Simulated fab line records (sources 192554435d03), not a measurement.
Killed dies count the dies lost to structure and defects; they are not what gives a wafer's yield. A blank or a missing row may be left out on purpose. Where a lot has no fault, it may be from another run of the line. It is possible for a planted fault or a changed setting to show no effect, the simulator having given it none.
What tool caused it? | flow n5_finfet | 12 lots, 36 wafers sampled, at 1 step of a route of 1938

WHAT THE GAUGES READ, wafer by wafer
N5_GATE_CUT_INSPECT_26: inspects for defects (darkfield).
lot  | measured     | on                | raw_defect_count
L075 | day 5 03:35  | defect_inspect-01 | 46 58 72
L078 | day 5 18:03  | defect_inspect-01 | 83 58 53
L079 | day 6 04:36  | defect_inspect-01 | 26 27 29
L081 | day 6 12:05  | defect_inspect-02 | 35 25 28
L083 | day 7 00:38  | defect_inspect-02 | 44 22 27
L085 | day 7 13:16  | defect_inspect-02 | 28 26 72
L087 | day 7 18:32  | defect_inspect-01 | 39 44 44
L089 | day 8 11:32  | defect_inspect-02 | 43 29 62
L091 | day 9 01:35  | defect_inspect-02 | 46 59 75
L093 | day 9 13:19  | defect_inspect-02 | 39 42 37
L095 | day 9 23:58  | defect_inspect-02 | 45 58 48
L097 | day 10 12:08 | defect_inspect-02 | 49 30 62

WHAT TOOL EACH LOT RAN ON (gives the tool, then ch and the chambers of the sampled wafers, and finally the start)
There is no process step in the record ahead of these readings.

THE ANSWER, worked out from the rows above alone
Rule: what is usual is taken from the lots themselves. The widest of any qualifying gaps counts: lots, ordered by their means at a reading, are off when they make up no more than a third of the lots, leave a main group of 4 or more, and stand apart from it by 3 or more times the standard deviation of that group's means. A main group whose means are all the same, to the digits that the tables above print for the reading, isn't used. Also off: a lot with no number at a reading for which 4 or more lots have one. All remaining lots with rows at the step are treated as sound.
No lot is off at any reading shown: from this, nothing can be told.

WHAT THE SIMULATOR HAD INSERTED
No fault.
